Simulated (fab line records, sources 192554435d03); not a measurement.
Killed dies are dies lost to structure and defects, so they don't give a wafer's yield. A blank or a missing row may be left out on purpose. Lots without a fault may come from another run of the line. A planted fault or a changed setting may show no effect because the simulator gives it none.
Chamber matching | flow n5_finfet | N5_BEOL_M11_ALD_74 on ald_metal-03: 4 sister chambers
The step deposits TaN, target thk 2 nm, pulse time 2 s, purge time 3 s. 8 wafers are shown with their chamber, then 10 later ones without.

WAFERS WITH THEIR CHAMBER
wafer  | chamber | heater_power_outer_w (W) | heater_power_w (W)
L083.1 | 2       | 245                      | 443
L083.5 | 2       | 247                      | 452
L083.6 | 3       | 223                      | 394
L087.3 | 0       | 200                      | 377
L087.5 | 1       | 223                      | 395
L087.6 | 0       | 201                      | 381
L088.1 | 3       | 226                      | 393
L088.2 | 1       | 221                      | 392

WAFERS WITHOUT THEIR CHAMBER
wafer  | heater_power_outer_w (W) | heater_power_w (W)
L088.5 | 218                      | 403
L094.1 | 225                      | 390
L094.5 | 196                      | 387
L094.6 | 226                      | 392
L096.1 | 199                      | 374
L096.3 | 220                      | 387
L096.5 | 222                      | 392
L097.1 | 219                      | 391
L097.2 | 199                      | 379
L097.3 | 222                      | 397

WHICH CHAMBER EACH WENT THROUGH
wafer  | from the rows above     | in truth
L088.5 | can't be placed: 1 or 3 | 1
L094.1 | can't be placed: 3 or 1 | 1
L094.5 | 0                       | 0
L094.6 | can't be placed: 3 or 1 | 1
L096.1 | 0                       | 0
L096.3 | can't be placed: 1 or 3 | 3
L096.5 | can't be placed: 1 or 3 | 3
L097.1 | can't be placed: 1 or 3 | 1
L097.2 | 0                       | 0
L097.3 | can't be placed: 1 or 3 | 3
Placed correctly: 3 of 10. Can't be placed from these rows: 7 (the true chamber is among the candidates in 7). Placed wrongly: 0.
How it was worked out, from the rows above alone: a wafer's distance from a chamber is the root of the sum, over the readings, of the square of ((its reading less the chamber's mean) divided by the reading's scatter). The wafer belongs to the nearest chamber; if the next one is less than 2 further off, it can't be placed. A chamber's mean is the mean of its shown wafers. The scatter: the root of (the sum of the squares of (reading less its chamber's mean) over the shown wafers, divided by (wafers less chambers)).
